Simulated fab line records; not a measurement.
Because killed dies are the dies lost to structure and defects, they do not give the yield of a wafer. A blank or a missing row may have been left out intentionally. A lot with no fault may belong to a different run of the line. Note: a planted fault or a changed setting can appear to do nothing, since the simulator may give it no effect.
Chamber matching | flow n5 finfet | N5_BEOL_M8_PECVD_70 on pecvd-04 has 3 sister chambers
The step deposits SiO2 from TEOS/O2, target thk 20 nm, time 22.7 s. 6 wafers are shown with their chamber, then 9 later ones without.

## EACH WAFER AND ITS CHAMBER
wafer  | chamber | throttle valve pct (%) | showerhead plenum p Torr (Torr)
L082.5 | 0       | 23.1                   | 8.66
L086.3 | 0       | 22.8                   | 8.64
L086.5 | 1       | 23.8                   | 8.76
L087.3 | 2       | 19.7                   | 8.69
L087.4 | 2       | 19.9                   | 8.65
L087.6 | 1       | 23.4                   | 8.75

## WAFERS WITHOUT THEIR CHAMBER
wafer  | throttle valve pct (%) | showerhead plenum p Torr (Torr)
L090.1 | 19.6                   | 8.67
L090.2 | 23.0                   | 8.66
L090.4 | 23.0                   | 8.64
L090.3 | 19.4                   | 8.64
L090.5 | 19.8                   | 8.66
L090.6 | 23.0                   | 8.67
L096.3 | 19.9                   | 8.67
L096.5 | 23.8                   | 8.77
L096.6 | 23.1                   | 8.66

## EACH ONE'S CHAMBER
wafer  | from the rows above | in truth
L090.1 | 2                   | 2
L090.2 | 0                   | 0
L090.4 | 0                   | 0
L090.3 | 2                   | 2
L090.5 | 2                   | 2
L090.6 | 0                   | 0
L096.3 | 2                   | 2
L096.5 | 1                   | 1
L096.6 | 0                   | 0
Correct placement for 9 of the 9. Left unplaced by these rows: 0. Wrongly placed: 0.
How it was worked out, from the rows above alone: a wafer's distance from a chamber is the root of the sum, over the readings, of the square of ((its reading less the chamber's mean) divided by the reading's scatter). If the next closest chamber is less than 2 further off than the closest, the wafer can't be placed; otherwise it belongs to the closest. For every chamber, the mean is computed from those of its wafers that are shown. The scatter: the root of (the sum of the squares of (reading less its chamber's mean) over the shown wafers, divided by (wafers less chambers)).
